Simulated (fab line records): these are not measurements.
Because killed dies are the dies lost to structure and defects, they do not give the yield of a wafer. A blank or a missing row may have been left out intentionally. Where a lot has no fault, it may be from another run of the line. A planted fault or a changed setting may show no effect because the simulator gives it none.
The tool behind it: which one? || flow n5 finfet || 72 wafers from 24 lots sampled at 4 of the route's 1938 steps

## WHAT THE GAUGES READ, wafer by wafer
N5_BEOL_M5_INSPECT_58: inspects for defects (darkfield).
{"lot": "L075", "measured": "day 8 18:34", "on": "defect inspect-02", "raw defect count": "104 59 69"}
{"lot": "L074", "measured": "day 8 18:38", "on": "defect inspect-01", "raw defect count": "77 69 68"}
{"lot": "L076", "measured": "day 8 21:34", "on": "defect inspect-02", "raw defect count": "87 107 134"}
{"lot": "L077", "measured": "day 9 13:28", "on": "defect inspect-02", "raw defect count": "73 39 59"}
{"lot": "L079", "measured": "day 9 17:35", "on": "defect inspect-01", "raw defect count": "96 90 59"}
{"lot": "L078", "measured": "day 9 18:49", "on": "defect inspect-01", "raw defect count": "60 66 76"}
{"lot": "L080", "measured": "day 10 04:05", "on": "defect inspect-02", "raw defect count": "75 41 94"}
{"lot": "L082", "measured": "day 10 12:02", "on": "defect inspect-01", "raw defect count": "30 76 63"}
{"lot": "L081", "measured": "day 10 12:29", "on": "defect inspect-01", "raw defect count": "39 37 27"}
{"lot": "L084", "measured": "day 10 16:54", "on": "defect inspect-01", "raw defect count": "112 96 66"}
{"lot": "L083", "measured": "day 10 19:40", "on": "defect inspect-01", "raw defect count": "55 57 56"}
{"lot": "L085", "measured": "day 11 10:45", "on": "defect inspect-01", "raw defect count": "53 47 57"}
{"lot": "L086", "measured": "day 11 18:56", "on": "defect inspect-01", "raw defect count": "73 61 105"}
{"lot": "L087", "measured": "day 12 01:47", "on": "defect inspect-01", "raw defect count": "76 86 73"}
{"lot": "L088", "measured": "day 12 04:19", "on": "defect inspect-01", "raw defect count": "46 59 60"}
{"lot": "L089", "measured": "day 12 12:06", "on": "defect inspect-01", "raw defect count": "68 42 72"}
{"lot": "L090", "measured": "day 13 00:49", "on": "defect inspect-02", "raw defect count": "84 60 72"}
{"lot": "L091", "measured": "day 13 04:26", "on": "defect inspect-02", "raw defect count": "41 48 69"}
{"lot": "L092", "measured": "day 13 09:58", "on": "defect inspect-01", "raw defect count": "85 69 64"}
{"lot": "L093", "measured": "day 13 14:22", "on": "defect inspect-01", "raw defect count": "58 56 35"}
{"lot": "L094", "measured": "day 13 16:24", "on": "defect inspect-02", "raw defect count": "73 71 80"}
{"lot": "L097", "measured": "day 14 10:57", "on": "defect inspect-02", "raw defect count": "63 42 27"}
{"lot": "L095", "measured": "day 14 07:46", "on": "defect inspect-01", "raw defect count": "67 37 51"}
{"lot": "L096", "measured": "day 14 12:54", "on": "defect inspect-02", "raw defect count": "62 76 57"}

N5_BEOL_M6_CD_MEAS_11: target cd 38.5 nm.
{"lot": "L075", "measured": "day 8 20:20", "on": "cd sem-01", "cd nm (nm)": "38.4 38.9 37.7"}
{"lot": "L074", "measured": "day 8 20:34", "on": "cd sem-02", "cd nm (nm)": "37.5 37.6 37.8"}
{"lot": "L076", "measured": "day 8 23:29", "on": "cd sem-01", "cd nm (nm)": "37.8 38.2 38.2"}
{"lot": "L077", "measured": "day 9 17:50", "on": "cd sem-01", "cd nm (nm)": "37.7 38.4 38.9"}
{"lot": "L079", "measured": "day 9 19:03", "on": "cd sem-01", "cd nm (nm)": "37.7 37.2 37.3"}
{"lot": "L078", "measured": "day 9 21:33", "on": "cd sem-02", "cd nm (nm)": "38.2 38.2 37.9"}
{"lot": "L080", "measured": "day 10 05:37", "on": "cd sem-01", "cd nm (nm)": "38.1 39.0 37.8"}
{"lot": "L082", "measured": "day 10 16:25", "on": "cd sem-01", "cd nm (nm)": "39.5 37.7 38.8"}
{"lot": "L081", "measured": "day 10 16:35", "on": "cd sem-01", "cd nm (nm)": "38.4 38.8 37.4"}
{"lot": "L084", "measured": "day 10 19:36", "on": "cd sem-01", "cd nm (nm)": "39.7 39.1 38.3"}
{"lot": "L083", "measured": "day 10 20:44", "on": "cd sem-02", "cd nm (nm)": "38.1 38.6 38.2"}
{"lot": "L085", "measured": "day 11 12:23", "on": "cd sem-02", "cd nm (nm)": "38.4 37.3 38.3"}
{"lot": "L086", "measured": "day 11 20:31", "on": "cd sem-02", "cd nm (nm)": "37.3 38.4 37.8"}
{"lot": "L087", "measured": "day 12 05:58", "on": "cd sem-02", "cd nm (nm)": "39.2 38.6 38.4"}
{"lot": "L088", "measured": "day 12 06:32", "on": "cd sem-03", "cd nm (nm)": "37.5 37.9 37.5"}
{"lot": "L089", "measured": "day 12 15:02", "on": "cd sem-03", "cd nm (nm)": "37.2 37.3 37.9"}
{"lot": "L090", "measured": "day 13 04:09", "on": "cd sem-01", "cd nm (nm)": "37.8 38.4 38.5"}
{"lot": "L091", "measured": "day 13 09:16", "on": "cd sem-01", "cd nm (nm)": "38.4 39.4 38.3"}
{"lot": "L092", "measured": "day 13 11:19", "on": "cd sem-03", "cd nm (nm)": "37.5 37.9 38.4"}
{"lot": "L093", "measured": "day 13 18:22", "on": "cd sem-03", "cd nm (nm)": "37.2 38.1 37.7"}
{"lot": "L094", "measured": "day 13 19:10", "on": "cd sem-01", "cd nm (nm)": "37.8 37.3 37.7"}
{"lot": "L097", "measured": "day 14 12:12", "on": "cd sem-02", "cd nm (nm)": "36.5 36.8 37.5"}
{"lot": "L095", "measured": "day 14 08:58", "on": "cd sem-01", "cd nm (nm)": "40.1 38.3 38.7"}
{"lot": "L096", "measured": "day 14 16:37", "on": "cd sem-03", "cd nm (nm)": "37.7 38.8 38.4"}

## WHICH TOOL RAN EACH LOT (tool, then ch and the chambers of the sampled wafers, then the start)
{"lot": "L075", "N5_BEOL_M5_ANNEAL_49": "pvd sputter-02, day 8 13:09", "N5_BEOL_M6_HM_DEP_02": "pvd sputter-02, day 8 19:58"}
{"lot": "L074", "N5_BEOL_M5_ANNEAL_49": "pvd sputter-03, day 8 13:12", "N5_BEOL_M6_HM_DEP_02": "pvd sputter-02, day 8 20:04"}
{"lot": "L076", "N5_BEOL_M5_ANNEAL_49": "pvd sputter-01, day 8 15:53", "N5_BEOL_M6_HM_DEP_02": "pvd sputter-01, day 8 22:59"}
{"lot": "L077", "N5_BEOL_M5_ANNEAL_49": "pvd sputter-01, day 9 05:46", "N5_BEOL_M6_HM_DEP_02": "pvd sputter-01, day 9 17:28"}
{"lot": "L079", "N5_BEOL_M5_ANNEAL_49": "pvd sputter-02, day 9 08:56", "N5_BEOL_M6_HM_DEP_02": "pvd sputter-01, day 9 18:33"}
{"lot": "L078", "N5_BEOL_M5_ANNEAL_49": "pvd sputter-03, day 9 11:53", "N5_BEOL_M6_HM_DEP_02": "pvd sputter-01, day 9 21:03"}
{"lot": "L080", "N5_BEOL_M5_ANNEAL_49": "pvd sputter-03, day 9 21:58", "N5_BEOL_M6_HM_DEP_02": "pvd sputter-02, day 10 05:07"}
{"lot": "L082", "N5_BEOL_M5_ANNEAL_49": "pvd sputter-02, day 10 06:34", "N5_BEOL_M6_HM_DEP_02": "pvd sputter-01, day 10 15:54"}
{"lot": "L081", "N5_BEOL_M5_ANNEAL_49": "pvd sputter-03, day 10 07:05", "N5_BEOL_M6_HM_DEP_02": "pvd sputter-03, day 10 15:58"}
{"lot": "L084", "N5_BEOL_M5_ANNEAL_49": "pvd sputter-01, day 10 11:34", "N5_BEOL_M6_HM_DEP_02": "pvd sputter-03, day 10 19:06"}
{"lot": "L083", "N5_BEOL_M5_ANNEAL_49": "pvd sputter-02, day 10 14:03", "N5_BEOL_M6_HM_DEP_02": "pvd sputter-03, day 10 20:22"}
{"lot": "L085", "N5_BEOL_M5_ANNEAL_49": "pvd sputter-01, day 11 05:00", "N5_BEOL_M6_HM_DEP_02": "pvd sputter-01, day 11 11:53"}
{"lot": "L086", "N5_BEOL_M5_ANNEAL_49": "pvd sputter-02, day 11 13:17", "N5_BEOL_M6_HM_DEP_02": "pvd sputter-03, day 11 20:02"}
{"lot": "L087", "N5_BEOL_M5_ANNEAL_49": "pvd sputter-03, day 11 20:14", "N5_BEOL_M6_HM_DEP_02": "pvd sputter-01, day 12 05:35"}
{"lot": "L088", "N5_BEOL_M5_ANNEAL_49": "pvd sputter-02, day 11 22:53", "N5_BEOL_M6_HM_DEP_02": "pvd sputter-01, day 12 06:10"}
{"lot": "L089", "N5_BEOL_M5_ANNEAL_49": "pvd sputter-01, day 12 06:35", "N5_BEOL_M6_HM_DEP_02": "pvd sputter-02, day 12 14:32"}
{"lot": "L090", "N5_BEOL_M5_ANNEAL_49": "pvd sputter-03, day 12 19:27", "N5_BEOL_M6_HM_DEP_02": "pvd sputter-02, day 13 03:40"}
{"lot": "L091", "N5_BEOL_M5_ANNEAL_49": "pvd sputter-02, day 12 22:51", "N5_BEOL_M6_HM_DEP_02": "pvd sputter-02, day 13 08:46"}
{"lot": "L092", "N5_BEOL_M5_ANNEAL_49": "pvd sputter-01, day 13 04:37", "N5_BEOL_M6_HM_DEP_02": "pvd sputter-01, day 13 10:49"}
{"lot": "L093", "N5_BEOL_M5_ANNEAL_49": "pvd sputter-03, day 13 05:17", "N5_BEOL_M6_HM_DEP_02": "pvd sputter-03, day 13 17:59"}
{"lot": "L094", "N5_BEOL_M5_ANNEAL_49": "pvd sputter-01, day 13 11:00", "N5_BEOL_M6_HM_DEP_02": "pvd sputter-03, day 13 18:40"}
{"lot": "L097", "N5_BEOL_M5_ANNEAL_49": "pvd sputter-03, day 14 01:29", "N5_BEOL_M6_HM_DEP_02": "pvd sputter-01, day 14 11:49"}
{"lot": "L095", "N5_BEOL_M5_ANNEAL_49": "pvd sputter-01, day 14 02:20", "N5_BEOL_M6_HM_DEP_02": "pvd sputter-02, day 14 08:28"}
{"lot": "L096", "N5_BEOL_M5_ANNEAL_49": "pvd sputter-01, day 14 07:00", "N5_BEOL_M6_HM_DEP_02": "pvd sputter-02, day 14 16:07"}
- N5_BEOL_M5_ANNEAL_49: time 1800 s.
- N5_BEOL_M6_HM_DEP_02: deposits TiN, target thk 20 nm.

## WHAT THE TOOLS THEMSELVES READ (means of the sampled wafers that have a number; where no wafer has one, the mark that the record gives instead)
N5_BEOL_M5_ANNEAL_49.
{"lot": "L075", "tool": "pvd sputter-02", "heater power w (W)": 821, "susceptor temp C (C)": 399.89}
{"lot": "L074", "tool": "pvd sputter-03", "heater power w (W)": 756, "susceptor temp C (C)": 400.08}
{"lot": "L076", "tool": "pvd sputter-01", "heater power w (W)": 843, "susceptor temp C (C)": 399.98}
{"lot": "L077", "tool": "pvd sputter-01", "heater power w (W)": 831, "susceptor temp C (C)": 399.97}
{"lot": "L079", "tool": "pvd sputter-02", "heater power w (W)": 854, "susceptor temp C (C)": 399.95}
{"lot": "L078", "tool": "pvd sputter-03", "heater power w (W)": 789, "susceptor temp C (C)": 400.08}
{"lot": "L080", "tool": "pvd sputter-03", "heater power w (W)": 741, "susceptor temp C (C)": 399.94}
{"lot": "L082", "tool": "pvd sputter-02", "heater power w (W)": 795, "susceptor temp C (C)": 399.83}
{"lot": "L081", "tool": "pvd sputter-03", "heater power w (W)": 802, "susceptor temp C (C)": 400.10}
{"lot": "L084", "tool": "pvd sputter-01", "heater power w (W)": 847, "susceptor temp C (C)": 399.99}
{"lot": "L083", "tool": "pvd sputter-02", "heater power w (W)": 764, "susceptor temp C (C)": 399.93}
{"lot": "L085", "tool": "pvd sputter-01", "heater power w (W)": 845, "susceptor temp C (C)": 400.01}
{"lot": "L086", "tool": "pvd sputter-02", "heater power w (W)": 846, "susceptor temp C (C)": 400.07}
{"lot": "L087", "tool": "pvd sputter-03", "heater power w (W)": 774, "susceptor temp C (C)": 399.86}
{"lot": "L088", "tool": "pvd sputter-02", "heater power w (W)": 791, "susceptor temp C (C)": 400.03}
{"lot": "L089", "tool": "pvd sputter-01", "heater power w (W)": 835, "susceptor temp C (C)": 399.89}
{"lot": "L090", "tool": "pvd sputter-03", "heater power w (W)": 799, "susceptor temp C (C)": 400.00}
{"lot": "L091", "tool": "pvd sputter-02", "heater power w (W)": 857, "susceptor temp C (C)": 399.87}
{"lot": "L092", "tool": "pvd sputter-01", "heater power w (W)": 854, "susceptor temp C (C)": 400.17}
{"lot": "L093", "tool": "pvd sputter-03", "heater power w (W)": 744, "susceptor temp C (C)": 400.17}
{"lot": "L094", "tool": "pvd sputter-01", "heater power w (W)": 833, "susceptor temp C (C)": 400.26}
{"lot": "L097", "tool": "pvd sputter-03", "heater power w (W)": 768, "susceptor temp C (C)": 399.80}
{"lot": "L095", "tool": "pvd sputter-01", "heater power w (W)": 814, "susceptor temp C (C)": 400.00}
{"lot": "L096", "tool": "pvd sputter-01", "heater power w (W)": 847, "susceptor temp C (C)": 399.70}

N5_BEOL_M6_HM_DEP_02.
{"lot": "L075", "tool": "pvd sputter-02", "susceptor temp C (C)": 24.98, "throttle valve pct (%)": 30.1}
{"lot": "L074", "tool": "pvd sputter-02", "susceptor temp C (C)": 24.90, "throttle valve pct (%)": 29.5}
{"lot": "L076", "tool": "pvd sputter-01", "susceptor temp C (C)": 24.96, "throttle valve pct (%)": 30.2}
{"lot": "L077", "tool": "pvd sputter-01", "susceptor temp C (C)": 24.97, "throttle valve pct (%)": 30.3}
{"lot": "L079", "tool": "pvd sputter-01", "susceptor temp C (C)": 25.04, "throttle valve pct (%)": 30.3}
{"lot": "L078", "tool": "pvd sputter-01", "susceptor temp C (C)": 25.03, "throttle valve pct (%)": 30.9}
{"lot": "L080", "tool": "pvd sputter-02", "susceptor temp C (C)": 24.93, "throttle valve pct (%)": 30.5}
{"lot": "L082", "tool": "pvd sputter-01", "susceptor temp C (C)": 24.98, "throttle valve pct (%)": 30.0}
{"lot": "L081", "tool": "pvd sputter-03", "susceptor temp C (C)": 24.93, "throttle valve pct (%)": 30.1}
{"lot": "L084", "tool": "pvd sputter-03", "susceptor temp C (C)": 25.05, "throttle valve pct (%)": 30.0}
{"lot": "L083", "tool": "pvd sputter-03", "susceptor temp C (C)": 25.04, "throttle valve pct (%)": 29.6}
{"lot": "L085", "tool": "pvd sputter-01", "susceptor temp C (C)": 25.05, "throttle valve pct (%)": 30.1}
{"lot": "L086", "tool": "pvd sputter-03", "susceptor temp C (C)": 25.12, "throttle valve pct (%)": 29.5}
{"lot": "L087", "tool": "pvd sputter-01", "susceptor temp C (C)": 25.03, "throttle valve pct (%)": 30.8}
{"lot": "L088", "tool": "pvd sputter-01", "susceptor temp C (C)": 24.91, "throttle valve pct (%)": 30.9}
{"lot": "L089", "tool": "pvd sputter-02", "susceptor temp C (C)": 25.07, "throttle valve pct (%)": 30.1}
{"lot": "L090", "tool": "pvd sputter-02", "susceptor temp C (C)": 24.90, "throttle valve pct (%)": 29.4}
{"lot": "L091", "tool": "pvd sputter-02", "susceptor temp C (C)": 25.00, "throttle valve pct (%)": 28.9}
{"lot": "L092", "tool": "pvd sputter-01", "susceptor temp C (C)": 24.90, "throttle valve pct (%)": 30.4}
{"lot": "L093", "tool": "pvd sputter-03", "susceptor temp C (C)": 25.02, "throttle valve pct (%)": 29.6}
{"lot": "L094", "tool": "pvd sputter-03", "susceptor temp C (C)": 25.03, "throttle valve pct (%)": 29.8}
{"lot": "L097", "tool": "pvd sputter-01", "susceptor temp C (C)": 24.95, "throttle valve pct (%)": 30.4}
{"lot": "L095", "tool": "pvd sputter-02", "susceptor temp C (C)": 25.11, "throttle valve pct (%)": 29.5}
{"lot": "L096", "tool": "pvd sputter-02", "susceptor temp C (C)": 25.00, "throttle valve pct (%)": 29.5}

## THE ANSWER, worked out from the rows above alone
Rule: what is usual is taken from the lots themselves. Put in order of their means at a reading, lots are off if they are a third of the lots or fewer, leave a main group of 4 or more, and stand apart from it by a gap of 3 or more times the standard deviation of the main group's means; of several such gaps the widest counts. A main group is skipped when, at the precision printed for the reading in the tables above, its means are all equal. A lot without any number at a reading at which 4 lots or more have one is off too. The other lots that the step has rows for count as sound. The gauges are gone through in route order, then the tools' own readings, and for those a lot's mean is taken as printed above. At the first step where some lot is off, the reading lying furthest off is the one used; lots without a number count as furthest.
Nothing can be told from this: no lot is off at any reading shown.

## WHAT THE SIMULATOR PUT IN
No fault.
